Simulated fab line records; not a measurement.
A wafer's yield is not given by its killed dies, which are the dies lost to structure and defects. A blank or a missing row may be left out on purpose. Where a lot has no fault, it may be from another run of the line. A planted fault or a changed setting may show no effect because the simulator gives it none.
Which tool was responsible? + flow nand_harc + route of 1159 steps, sampled at 1 step: 24 lots, 72 wafers

WHAT THE GAUGES SHOWED, per wafer
NHARC_A_SLIT_CD_MEAS_09 targets a cd of 300 nm.
| lot  | measured     | on        | cd_nm (nm)        |
|------|--------------|-----------|-------------------|
| L074 | day 14 08:41 | cd_sem-01 | 299.7 300.8 301.1 |
| L075 | day 14 17:45 | cd_sem-01 | 299.6 300.2 301.3 |
| L076 | day 14 17:53 | cd_sem-03 | 300.6 299.5 300.0 |
| L078 | day 14 18:03 | cd_sem-02 | 300.5 300.6 300.6 |
| L079 | day 15 05:41 | cd_sem-03 | 300.0 298.2 300.9 |
| L077 | day 15 06:32 | cd_sem-03 | 300.0 301.0 300.1 |
| L080 | day 16 12:41 | cd_sem-02 | 299.8 299.2 300.3 |
| L082 | day 16 12:50 | cd_sem-03 | 300.5 299.0 301.2 |
| L081 | day 16 13:32 | cd_sem-03 | 300.1 299.9 299.0 |
| L085 | day 17 00:36 | cd_sem-01 | 300.0 300.7 301.4 |
| L084 | day 17 01:18 | cd_sem-02 | 299.6 300.3 299.5 |
| L083 | day 17 02:42 | cd_sem-02 | 300.7 301.0 300.4 |
| L086 | day 17 08:23 | cd_sem-01 | 299.9 300.5 299.6 |
| L087 | day 17 08:32 | cd_sem-03 | 299.2 300.3 299.1 |
| L090 | day 17 13:46 | cd_sem-03 | 299.8 299.9 299.7 |
| L088 | day 17 14:01 | cd_sem-01 | 300.8 301.4 301.0 |
| L089 | day 18 11:31 | cd_sem-03 | 301.2 301.5 300.9 |
| L094 | day 18 16:28 | cd_sem-01 | 300.1 300.0 299.3 |
| L091 | day 18 16:37 | cd_sem-01 | 299.1 299.7 299.9 |
| L092 | day 18 16:46 | cd_sem-02 | 300.5 300.0 299.7 |
| L093 | day 19 14:26 | cd_sem-03 | 299.6 299.5 299.9 |
| L095 | day 20 07:26 | cd_sem-03 | 300.0 300.6 300.6 |
| L096 | day 20 08:19 | cd_sem-01 | 300.7 300.4 299.0 |
| L097 | day 20 09:05 | cd_sem-02 | 300.1 299.8 300.1 |

WHAT TOOL EACH LOT RAN ON (gives the tool, then ch and the chambers of the sampled wafers, and finally the start)
Before these readings, the record contains no process step.

AS READ BY THE TOOLS THEMSELVES (means over the sampled wafers that have a number; for cases with no such wafer, the mark the record gives instead)
The record holds no such reading with a usual standard deviation.

THE ANSWER, worked out from the rows above alone
Rule: the lots themselves supply what counts as usual. The widest of any qualifying gaps counts: lots, ordered by their means at a reading, are off when they make up no more than a third of the lots, leave a main group of 4 or more, and stand apart from it by 3 or more times the standard deviation of that group's means. Not used: any main group whose means are identical at the precision the tables above print for the reading. A lot without any number at a reading at which 4 lots or more have one is off too. The other lots that the step has rows for count as sound. The gauges are gone through in route order, then the tools' own readings, and for those a lot's mean is taken as printed above. At the first step where some lot is off, the reading lying furthest off is the one used; lots without a number count as furthest.
Across all readings shown, no lot is off: no conclusion can be drawn from this.

WHAT THE SIMULATOR HAD PUT IN
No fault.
